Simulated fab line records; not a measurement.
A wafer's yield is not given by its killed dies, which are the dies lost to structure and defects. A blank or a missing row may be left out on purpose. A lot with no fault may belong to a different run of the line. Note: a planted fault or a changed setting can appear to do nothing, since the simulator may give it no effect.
Split-lot trial	flow n5Finfet	route with 1938 steps; 7 lots, 39 wafers read

ABOUT THE SPLIT
At N5_BEOL_M13_SPUTTER_44 (material Ta, target thk 10 nm, time 16.13 s), the setting timeS was moved away from the recipe's 16.13 s on 15 of the 39 wafers read, by -56.5% to +57.1%. All remaining wafers had this setting at the recipe value.

FROM THE SPLIT TO THE READING: what the file shows between them, 3 steps
- N5_BEOL_M13_SPUTTER_45: material Cu, target thk 80 nm, time 13.33 s
- N5_BEOL_M13_ECD_47: material Cu, target thk 936 nm
- N5_BEOL_M13_ANNEAL_48: time 90 s

THE READING
barrierFieldEndpointS, in s, at N5_BEOL_M13_CMP_49 (polishes, stops on SiOC, t overpolish 17.1 s, target thk 420 nm). A value of 30.1 s with a standard deviation of 0.64 s is what fault-free wafers of this fab line usually give.

wafer	tool, chamber at the split	timeS as run, s	against the recipe	barrierFieldEndpointS, s	against lot-mates on the recipe
L076.4	pvdSputter-02, -	9.618	-40.4%	25.8	-4.8
L076.1	pvdSputter-02, -	16.13	recipe	30.3	-
L076.3	pvdSputter-02, -	9.618	-40.4%	25.1	-5.5
L076.2	pvdSputter-02, -	16.13	recipe	30.7	-
L076.5	pvdSputter-02, -	9.618	-40.4%	25.9	-4.7
L076.6	pvdSputter-02, -	16.13	recipe	30.7	-
L079.2	pvdSputter-02, -	16.13	recipe	29.1	-
L079.3	pvdSputter-02, -	16.13	recipe	29.6	-
L079.6	pvdSputter-02, -	16.13	recipe	29.9	-
L081.1	pvdSputter-03, -	16.13	recipe	30.0	-
L081.2	pvdSputter-03, -	16.13	recipe	29.6	-
L081.3	pvdSputter-03, -	16.13	recipe	29.6	-
L081.4	pvdSputter-03, -	16.13	recipe	29.0	-
L081.5	pvdSputter-03, -	16.13	recipe	30.1	-
L081.6	pvdSputter-03, -	16.13	recipe	29.5	-
L083.2	pvdSputter-03, -	25.34	+57.1%	37.3	+7.2
L083.3	pvdSputter-03, -	25.34	+57.1%	38.4	+8.3
L083.4	pvdSputter-03, -	25.34	+57.1%	37.0	+6.9
L083.1	pvdSputter-03, -	16.13	recipe	29.9	-
L083.5	pvdSputter-03, -	16.13	recipe	30.1	-
L083.6	pvdSputter-03, -	16.13	recipe	30.4	-
L084.3	pvdSputter-01, -	22.57	+39.9%	33.8	+4.5
L084.1	pvdSputter-01, -	16.13	recipe	29.5	-
L084.4	pvdSputter-01, -	22.57	+39.9%	34.3	+5.0
L084.2	pvdSputter-01, -	22.57	+39.9%	34.9	+5.6
L084.5	pvdSputter-01, -	16.13	recipe	28.6	-
L084.6	pvdSputter-01, -	16.13	recipe	29.7	-
L085.3	pvdSputter-01, -	16.13	recipe	30.9	-
L085.2	pvdSputter-01, -	18.63	+15.5%	32.5	+2.1
L085.4	pvdSputter-01, -	16.13	recipe	29.8	-
L085.1	pvdSputter-01, -	18.63	+15.5%	32.8	+2.4
L085.5	pvdSputter-01, -	18.63	+15.5%	32.2	+1.8
L085.6	pvdSputter-01, -	16.13	recipe	30.5	-
L091.4	pvdSputter-02, -	7.01	-56.5%	22.3	-7.5
L091.2	pvdSputter-02, -	16.13	recipe	30.3	-
L091.1	pvdSputter-02, -	16.13	recipe	29.9	-
L091.3	pvdSputter-02, -	7.01	-56.5%	23.0	-6.8
L091.5	pvdSputter-02, -	16.13	recipe	29.3	-
L091.6	pvdSputter-02, -	7.01	-56.5%	22.7	-7.1

THE FIT
A straight line over all 39 wafers: barrierFieldEndpointS changes by +0.125 s for each +1% of timeS; r = +0.98; the points scatter about the line by 0.63 s.
The same after taking each lot's own level away (the mean of its wafers on the recipe; 39 wafers): +0.127 s for each +1%; r = +0.99; scatter 0.4 s.
That fit puts the effect of the largest move of timeS on the reading at 7.3 s.
The lots' own levels span 29.27 to 30.57 s, that is 2.0 times the standard deviation above.
Hence the lot-to-lot level has little effect on the slope; both slopes agree.
Check: with one of the wafers moved furthest among these (+57.1%) left out of the fit, the line predicts +7.34 s for it against its lot-mates. Against them it came out at +7.17 s.

FURTHER SPLITS ON THESE WAFERS
Before the reading, these wafers also passed through other splits. Each is held against what the fit with the lots' levels taken away leaves over:
other split on the same wafers	wafers away from the commonest value	r with barrierFieldEndpointS (lot level and that fit taken away)
N5_BEOL_M11_TRENCH_ETCH_37 targetDepthA	15	+0.06

THE WHOLE CHAIN: every reading that the file lists as answering this split, in the file's order
step	what it does	reading	change (the file's fit)	r (the file's)
N5_BEOL_M13_SPUTTER_44	material Ta, target thk 10 nm, time 16.13 s	Ta_of_BEOL_M13_SPUTTER_44.thkNm (the simulator's own value, which no gauge read)	+0.1 nm for each +1% of the setting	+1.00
N5_BEOL_M13_CMP_49	polishes, stops on SiOC, t overpolish 17.1 s, target thk 420 nm	barrierFieldEndpointS	+0.127 s for each +1% of the setting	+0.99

FILE'S OWN FIT
barrierFieldEndpointS changes by +0.127 s for each +1% of timeS, r = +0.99.
